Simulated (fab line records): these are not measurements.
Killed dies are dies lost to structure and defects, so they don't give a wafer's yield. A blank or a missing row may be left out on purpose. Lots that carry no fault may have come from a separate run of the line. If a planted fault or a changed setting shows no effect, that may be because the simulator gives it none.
Split-lot experiment | flow n5 finfet | 7 lots, 39 wafers read, on a route of 1938 steps

## ON THE SPLIT
At N5_ZERO_LAYER_PECVD_02 (deposits SiO2 from SiH4/N2O, target thk 10 nm, time 6 s), the setting time s was moved away from the recipe's 6 s on 12 of the 39 wafers read, by -41.5% to +51.4%. All remaining wafers had this setting at the recipe value.

The reading comes from the split's own step.

## THE READING
SiO2_of_ZERO_LAYER_PECVD_02.thk nm (the simulator's own value, which no gauge read), in nm, at N5_ZERO_LAYER_PECVD_02 (deposits SiO2 from SiH4/N2O, target thk 10 nm, time 6 s). The file gives no usual value for it. The 27 wafers here that ran the recipe average 9.935 nm, standard deviation 0.19 nm.

wafer  | tool, chamber at the split | time s as run, s | against the recipe | SiO2_of_ZERO_LAYER_PECVD_02.thk nm, nm | against lot-mates on the recipe
L076.1 | pecvd-04, 0                | 6                | recipe             | 9.803                                  | -
L076.2 | pecvd-04, 1                | 6                | recipe             | 9.974                                  | -
L076.3 | pecvd-04, 1                | 6                | recipe             | 10                                     | -
L076.6 | pecvd-04, 1                | 6                | recipe             | 10                                     | -
L076.4 | pecvd-04, 0                | 6                | recipe             | 9.907                                  | -
L076.5 | pecvd-04, 0                | 6                | recipe             | 10.01                                  | -
L083.1 | pecvd-04, 0                | 3.511            | -41.5%             | 5.918                                  | -4.229
L083.2 | pecvd-04, 1                | 6                | recipe             | 10.02                                  | -
L083.3 | pecvd-04, 2                | 6                | recipe             | 10.09                                  | -
L083.4 | pecvd-04, 0                | 3.511            | -41.5%             | 5.989                                  | -4.158
L083.5 | pecvd-04, 2                | 3.511            | -41.5%             | 6.222                                  | -3.925
L083.6 | pecvd-04, 1                | 6                | recipe             | 10.33                                  | -
L084.1 | pecvd-01, 2                | 6                | recipe             | 9.518                                  | -
L084.2 | pecvd-01, 0                | 8.348            | +39.1%             | 13.4                                   | +3.675
L084.3 | pecvd-01, 1                | 6                | recipe             | 9.92                                   | -
L084.4 | pecvd-01, 0                | 8.348            | +39.1%             | 13.94                                  | +4.215
L084.5 | pecvd-01, 1                | 8.348            | +39.1%             | 14.03                                  | +4.305
L084.6 | pecvd-01, 2                | 6                | recipe             | 9.738                                  | -
L089.1 | pecvd-01, 1                | 6                | recipe             | 9.705                                  | -
L089.2 | pecvd-01, 0                | 6                | recipe             | 9.816                                  | -
L089.6 | pecvd-01, 2                | 6                | recipe             | 9.939                                  | -
L092.1 | pecvd-02, 1                | 6                | recipe             | 9.742                                  | -
L092.2 | pecvd-02, 2                | 8.427            | +40.4%             | 13.66                                  | +3.896
L092.3 | pecvd-02, 0                | 6                | recipe             | 9.629                                  | -
L092.4 | pecvd-02, 1                | 6                | recipe             | 9.921                                  | -
L092.5 | pecvd-02, 0                | 8.427            | +40.4%             | 13.83                                  | +4.066
L092.6 | pecvd-02, 2                | 8.427            | +40.4%             | 13.82                                  | +4.056
L093.1 | pecvd-02, 0                | 6                | recipe             | 9.879                                  | -
L093.2 | pecvd-02, 2                | 6                | recipe             | 9.829                                  | -
L093.3 | pecvd-02, 1                | 6                | recipe             | 9.871                                  | -
L093.4 | pecvd-02, 2                | 6                | recipe             | 10.04                                  | -
L093.5 | pecvd-02, 1                | 6                | recipe             | 10.26                                  | -
L093.6 | pecvd-02, 0                | 6                | recipe             | 10                                     | -
L094.1 | pecvd-02, 2                | 9.085            | +51.4%             | 15.17                                  | +5.068
L094.2 | pecvd-02, 0                | 6                | recipe             | 9.925                                  | -
L094.3 | pecvd-02, 1                | 9.085            | +51.4%             | 15.22                                  | +5.118
L094.4 | pecvd-02, 1                | 6                | recipe             | 10.31                                  | -
L094.5 | pecvd-02, 2                | 9.085            | +51.4%             | 15.35                                  | +5.248
L094.6 | pecvd-02, 0                | 6                | recipe             | 10.07                                  | -

THE FIT
A straight line over all 39 wafers: SiO2_of_ZERO_LAYER_PECVD_02.thk nm changes by +0.098 nm for each +1% of time s; r = +1.00; the points scatter about the line by 0.21 nm.
The same after taking each lot's own level away (the mean of its wafers on the recipe; 39 wafers): +0.1 nm for each +1%; r = +1.00; scatter 0.15 nm.
On that fit, the largest move of time s shifts the reading by 5.2 nm.
The lots' own levels span 9.7253 to 10.1467 nm, that is 2.3 times the standard deviation above.
The two slopes agree, so the slope changes little with the lot-to-lot level.
Check: for one of the wafers moved furthest among these (+51.4%), held out of the fit, the line's prediction against its lot-mates is +5.18 nm. It came out at +5.07 nm against them.

## THE FILE'S OWN FIT
SiO2_of_ZERO_LAYER_PECVD_02.thk nm changes by +0.1 nm for each +1% of time s, r = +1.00.
